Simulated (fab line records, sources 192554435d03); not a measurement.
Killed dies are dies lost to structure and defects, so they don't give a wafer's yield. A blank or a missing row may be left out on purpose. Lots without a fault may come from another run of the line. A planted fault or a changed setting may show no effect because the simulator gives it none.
Chamber matching | flow n5_finfet | N5_MIM_BOT_ETCH_STRIP_01 on rie_diel-03: 4 sister chambers
The step strips in O2. 7 wafers are shown with their chamber, then 7 later ones without.

WAFERS WITH THEIR CHAMBER
wafer  | chamber | showerhead_plenum_p_Torr (Torr) | throttle_valve_pct (%)
L254.3 | 2       | 2.11                            | 16.48
L263.2 | 2       | 2.10                            | 16.46
L263.6 | 1       | 2.03                            | 16.87
L261.1 | 1       | 2.03                            | 16.85
L261.5 | 0       | 2.14                            | 16.27
L266.1 | 0       | 2.14                            | 16.31
L266.4 | 3       | 2.03                            | 16.53

WAFERS WITHOUT THEIR CHAMBER
wafer  | showerhead_plenum_p_Torr (Torr) | throttle_valve_pct (%)
L266.5 | 2.03                            | 16.87
L273.1 | 2.03                            | 16.58
L273.2 | 2.14                            | 16.31
L273.4 | 2.10                            | 16.54
L275.2 | 2.02                            | 16.84
L275.5 | 2.10                            | 16.57
L275.6 | 2.02                            | 16.59

WHICH CHAMBER EACH WENT THROUGH
wafer  | from the rows above | in truth
L266.5 | 1                   | 1
L273.1 | 3                   | 3
L273.2 | 0                   | 0
L273.4 | 2                   | 2
L275.2 | 1                   | 1
L275.5 | 2                   | 2
L275.6 | 3                   | 3
Placed correctly: 7 of 7. Can't be placed from these rows: 0. Placed wrongly: 0.
How it was worked out, from the rows above alone: a wafer's distance from a chamber is the root of the sum, over the readings, of the square of ((its reading less the chamber's mean) divided by the reading's scatter). The wafer belongs to the nearest chamber; if the next one is less than 2 further off, it can't be placed. A chamber's mean is the mean of its shown wafers. The scatter: the root of (the sum of the squares of (reading less its chamber's mean) over the shown wafers, divided by (wafers less chambers)).
